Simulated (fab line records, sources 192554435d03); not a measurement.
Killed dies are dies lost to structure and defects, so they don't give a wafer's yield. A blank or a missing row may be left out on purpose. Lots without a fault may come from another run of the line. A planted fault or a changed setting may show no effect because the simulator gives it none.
fab line records | flow n5_finfet
record lots=4 wafers=12 last_day=17
route steps=1938 shown BEOL_M3@948 BEOL_M4@1111
lots that met no fault: from a run of the same line without faults
start_h: hours from the record's first day to the start of the lot's first wafer shown | wait_h: hours since the lot's step before | " the same as in the row above | L1.1+2: a row that stands for several wafers | - no value, or no start given | * or withheld: withheld | < > ~ a bound
route shown NAME@n: a module of which the file shows steps, and the number in the route of the first | usual: mean/standard deviation of fault-free wafers | same: alike in all rows | chamber/n: place in a boat | sites: the reading at each site | _std_site: their standard deviation | _edge_site: outer sites' mean less inner sites' | radius_mm: how far each site lies from the wafer's centre | mask NAME#n: copy n | behind: the tool/chamber that last shaped the wafer | hold: why the lot was held/for how many hours/how that ended | device: the transistor (n, p or np) that didn't switch | end of line: the same wafers' tests at the end of the route | a step without rows: its recipe alone | killed: dies lost to structure and defects at the first sort, not the wafer's yield | map: a wafer's dies, x killed, . not, _ none there
set.NAME: the setting as run; set.NAME@STEP: as run at that earlier step | model.NAME: the simulator's own value behind a step, which no gauge read
lots at some steps of the route; a table a step, a row a wafer
services: from which hour (start_h, from the record's first day; less than 0 if before it) a tool's chamber was out of use, for how many hours, and why
## steps
# step N5_BEOL_M3_ETCH_74
# recipe chemistry=N2/H2 target=underlayer target_depth_a=65 mask_material=CAR-EUV time_s=5.2 ion_energy_ev=200 pressure_mtorr=30 source_w=840 bias_w=150 n2_flow_sccm=200 h2_flow_sccm=200 ends=cleared
# step N5_BEOL_M3_ETCH_63
# recipe chemistry=CF4 target=SiARC target_depth_a=156 mask_material=CAR-EUV time_s=26 ion_energy_ev=80 pressure_mtorr=40 source_w=545 bias_w=36 Ar_flow_sccm=100 cf4_flow_sccm=100 ends=cleared
# step N5_BEOL_M3_ETCH_64
# recipe chemistry=N2/H2 target=SOC target_depth_a=750 overetch_a=150 mask_material=SiARC temp_c=40 time_s=112.5 ion_energy_ev=200 pressure_mtorr=30 source_w=840 bias_w=150 n2_flow_sccm=200 h2_flow_sccm=200
# step N5_BEOL_M3_STRIP_65
# recipe chemistry=N2/H2 temp_c=40 n2_flow_sccm=200 h2_flow_sccm=200 rf_frequency_hz=6e+07
# step N5_BEOL_M3_STRIP_75
# recipe chemistry=N2/H2 temp_c=40 n2_flow_sccm=200 h2_flow_sccm=200 rf_frequency_hz=6e+07
# step N5_BEOL_M3_STRIP_66
# recipe chemistry=CF4 resist=SiARC power_w=300 bias_power_w=75 pressure_mtorr=50 cf4_flow_sccm=150 rf_frequency_hz=6e+07
# step N5_BEOL_M3_HM_OPEN_17
# recipe chemistry=Cl2/BCl3 target_depth_a=200 overetch_a=60 target=TiN mask_material=SOC ion_energy_ev=150 pressure_mtorr=10 icp_w=1000 bias_w=126 Cl2_flow_sccm=53.25 bcl3_flow_sccm=21.75 Ar_flow_sccm=25
# step N5_BEOL_M3_STRIP_19
# recipe chemistry=O2 power_w=400 temp_c=40 pressure_mtorr=30 rf_frequency_hz=6e+07 bias_power_w=0 overash_fraction=0.2 o2_flow_sccm=225
# step N5_BEOL_M3_COAT_67
# recipe resist=SOC temp_c=250 time_s=60 spin_rpm=1500 resist_thk_nm=60
# step N5_BEOL_M3_COAT_68
# recipe resist=SiARC temp_c=220 time_s=60 spin_rpm=1500 resist_thk_nm=12
# step N5_BEOL_M3_COAT_76
# recipe resist=underlayer temp_c=205 time_s=60 spin_rpm=1500 resist_thk_nm=5
# step N5_BEOL_M3_COAT_22
# recipe resist=CAR-EUV spin_rpm=1500 resist_thk_nm=30
# usual spin_speed_rpm=1499.9/0.9
# columns lot.wafer tool chamber start_h wait_h spin_speed_rpm model.CAR-EUV_of_BEOL_M3_COAT_22.thk_nm
L504.2 litho_track-05 0 157.32 - 1500.1 30
L504.3 " 0 " " 1500.1 30
L504.5 " 0 " " 1500.2 30.2
L511.4 litho_track-05 0 203.67 - 1336.2 31.8
L511.5 " 0 " " 1336.7 31.8
L511.6 " 0 " " 1335.0 31.8
L512.1 litho_track-05 0 204.60 - 1337.1 31.6
L512.3 " 0 " " 1337.0 31.6
L512.4 " 0 " " 1335.9 31.6
L525.2 litho_track-02 0 279.80 - 1500.7 30
L525.4 " 0 " " 1500.9 30
L525.6 " 0 " " 1498.9 30.2
# step N5_BEOL_M3_EBR_24
# recipe solvent=PGMEA ebr_width_mm=1.5
# step N5_BEOL_M3_SOFTBAKE_23
# recipe temp_c=110 time_s=60 resist=CAR-EUV
# step N5_BEOL_M3_EXPOSE_25
# recipe mask_id=V2 na=0.33 source_shape=quasar sigma_inner=0.2 sigma_outer=0.8 polarization=unpolarized defocus_nm=5 dose_mj=63
# step N5_BEOL_M3_PEB_26
# recipe peb_temp_c=100 peb_time_s=60 resist=CAR-EUV
# step N5_BEOL_M3_DEVELOP_27
# recipe develop_time_s=30 developer=TMAH resist=CAR-EUV rinse_liquid=surfactant_rinse dry=air_spin dev_temp_c=23
# step N5_BEOL_M3_DESCUM_33
# recipe chemistry=O2 time_s=7 source_power_w=50 bias_power_w=20 pressure_mtorr=20 rf_frequency_hz=2.712e+07 temp_c=40 resist=CAR-EUV o2_flow_sccm=225
# usual drypump_motor_current_A=5.8/0.42 oes_product_au=0.76/0.068 rf_vpp_V=243.2/1.3 showerhead_plenum_p_Torr=2.09/0.063 throttle_valve_pct=20.51/0.19
# columns lot.wafer tool chamber start_h wait_h drypump_motor_current_A oes_product_au rf_hours_counter_h rf_vpp_V showerhead_plenum_p_Torr throttle_valve_pct model.CAR-EUV_of_BEOL_M3_COAT_22.thk_nm
L504.2 rie_diel-04 2 157.84 0.0 6.2 0.75 154 243.0 2.09 20.64 26
L504.3 " 3 " " 5.2 0.69 242 241.9 2.08 20.31 26.2
L504.5 " 2 " " 6.2 0.75 - 245.9 2.09 20.64 26.2
L511.4 rie_diel-04 0 204.10 0.0 5.2 0.71 - 241.2 1.98 20.45 27.8
L511.5 " 1 " " 5.2 0.87 - 243.1 2.13 20.44 28
L511.6 " 2 " " 6.2 0.74 - 244.2 2.09 20.65 27.8
L512.1 rie_diel-02 1 205.00 0.0 6.0 0.77 121 243.2 2.02 20.82 27.8
L512.3 " 3 " " 5.8 0.72 230 242.9 2.06 20.21 27.8
L512.4 " 2 " " 6.3 0.71 177 244.9 2.18 20.60 27.8
L525.2 rie_diel-02 1 280.32 0.0 6.0 0.75 145 243.2 2.02 20.87 26
L525.4 " 2 " " 6.3 0.70 - 245.2 2.17 20.64 26.2
L525.6 " 2 " " 6.3 0.70 - 244.3 2.17 20.66 26.2
# step N5_BEOL_M3_ETCH_77
# recipe chemistry=N2/H2 target=underlayer target_depth_a=65 mask_material=CAR-EUV time_s=5.2 ion_energy_ev=200 pressure_mtorr=30 source_w=840 bias_w=150 n2_flow_sccm=200 h2_flow_sccm=200 ends=cleared
# step N5_BEOL_M4_RC_MEAS_101
# usual DIBL_N=36.3/1.7 DIBL_P=36.5/1.8 IOFF_N=0.16/0.033 IOFF_P=0.21/0.037 ION_N=675/11 ION_P=462/7.9 SS_N=71.6/0.64 SS_P=73.3/0.68 VT_N=249/3.3 VT_P=-250/3.3
# columns lot.wafer tool chamber start_h wait_h DIBL_N[mV/V] DIBL_P[mV/V] IOFF_N[nA/um] IOFF_P[nA/um] ION_N[uA/um] ION_P[uA/um] SS_N[mV/dec] SS_P[mV/dec] VT_N[mV] VT_P[mV]
L504.2 prober-01 0 175.55 0.2 35.6 35.6 0.13 0.20 666 458 71.0 73.5 254 -250
L504.3 " 0 " " 35.3 35.5 0.13 0.20 659 456 70.8 73.4 255 -252
L504.5 " 0 " " 35.4 35.7 0.13 0.20 668 459 70.8 73.3 253 -251
L512.1 prober-01 0 223.19 0.0 35.6 36.8 0.16 0.23 691 475 71.3 74.3 248 -250
L512.3 " 0 " " 35.2 35.9 0.15 0.22 679 466 71.8 73.9 252 -250
L512.4 " 0 " " 35.1 37.3 0.16 0.24 684 468 72.2 73.7 250 -249
L511.4 prober-02 0 224.24 0.6 36.8 36.9 0.14 0.19 669 451 71.4 73.1 253 -252
L511.5 " 0 " " 36.0 36.4 0.13 0.17 657 448 70.8 72.8 250 -257
L511.6 " 0 " " 35.1 36.4 0.13 0.19 672 463 70.9 74.2 251 -253
L525.2 prober-01 0 298.25 0.2 32.8 33.7 0.12 0.16 669 457 70.7 73.0 256 -253
L525.4 " 0 " " 34.1 35.2 0.14 0.18 660 457 71.2 72.9 252 -253
L525.6 " 0 " " 35.7 36.5 0.15 0.19 671 453 71.1 73.8 251 -254
## services
# columns tool chamber start_h hours kind
rie_diel-02 3 143.02 4.5 repair
rie_diel-04 0 150.47 3.8 repair
rie_diel-02 3 155.23 9.1 repair
rie_diel-04 2 180.80 8.5 repair
rie_diel-04 3 189.27 - clean
rie_diel-04 3 189.27 - consumable_replace:focus_ring
rie_diel-04 3 189.27 22.4 scheduled_down
rie_diel-04 3 189.27 22.4 vent_cycle
rie_diel-02 - 189.99 2.8 pm
litho_track-02 - 227.30 - consumable_replace:filter
rie_diel-04 1 229.69 7.4 repair
litho_track-05 - 250.21 - consumable_replace:filter
rie_diel-02 3 267.81 - clean
rie_diel-02 3 267.81 - consumable_replace:focus_ring
rie_diel-02 3 267.81 36.6 scheduled_down
rie_diel-02 3 267.81 36.6 vent_cycle
rie_diel-04 - 273.42 14.6 pm
rie_diel-02 0 279.54 8.0 repair
## key
first_sign step=N5_BEOL_M3_COAT_22 reading=spin_speed_rpm direction=down sigmas=99+ usual=* struck=*
effect none on later readings
model_effect step=N5_BEOL_M3_COAT_22 value=CAR-EUV_of_BEOL_M3_COAT_22.thk_nm without=29.97 struck=31.7
model_effect step=N5_BEOL_M3_DESCUM_33 value=CAR-EUV_of_BEOL_M3_COAT_22.thk_nm without=26.03 struck=27.83
met_at N5_BEOL_M3_COAT_22
struck_wafers L511.4,L511.5,L511.6,L512.1,L512.3,L512.4
onset_between 157.32 203.67
fault kind=process_parameter_drift tool=litho_track-05 chamber=- onset_h=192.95 steps=N5_BEOL_M3_COAT_22 channel=spin_rpm offset=* shape=step end_h=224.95 acts_in=* stated=*
